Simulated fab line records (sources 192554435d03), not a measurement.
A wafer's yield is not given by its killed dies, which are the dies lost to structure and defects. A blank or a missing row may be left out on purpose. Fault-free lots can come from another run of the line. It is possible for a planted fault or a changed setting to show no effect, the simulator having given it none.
Chamber matching	flow n5-finfet	N5_ZERO_LAYER_PECVD_02 on pecvd-03 has 3 sister chambers
The step deposits SiO2 from SiH4/N2O, target thk 10 nm, time 6 s. 6 wafers are shown with their chamber, then 7 later ones without.

== EACH WAFER AND ITS CHAMBER ==
wafer	chamber	heater-power-w (W)	showerhead-plenum-p-Torr (Torr)
L080.5	1	619	8.13
L082.1	1	576	8.15
L082.2	0	736	8.14
L082.3	2	835	8.15
L091.2	2	907	8.12
L091.3	0	705	8.14

== WAFERS MISSING THEIR CHAMBER ==
wafer	heater-power-w (W)	showerhead-plenum-p-Torr (Torr)
L091.4	716	8.14
L093.2	876	8.12
L093.4	918	8.14
L093.5	686	8.15
L094.1	691	8.15
L094.4	569	8.12
L094.6	848	8.14

== CHAMBER TAKEN BY EACH ==
wafer	from the rows above	in truth
L091.4	0	0
L093.2	2	2
L093.4	2	2
L093.5	can't be placed: 0 or 1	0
L094.1	can't be placed: 0 or 1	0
L094.4	1	1
L094.6	2	2
5 of 7 placed correctly. Unplaceable from these rows: 2, with the true chamber sitting among the candidates in 2. Wrongly placed: 0.
How it was worked out, from the rows above alone: a wafer's distance from a chamber is the root of the sum, over the readings, of the square of ((its reading less the chamber's mean) divided by the reading's scatter). The wafer belongs to the nearest chamber; if the next one is less than 2 further off, it can't be placed. The mean given for a chamber averages the wafers shown for that chamber. The scatter: take each reading less its chamber's mean, square it, sum over the shown wafers, divide by the number of wafers less the number of chambers, and take the root.
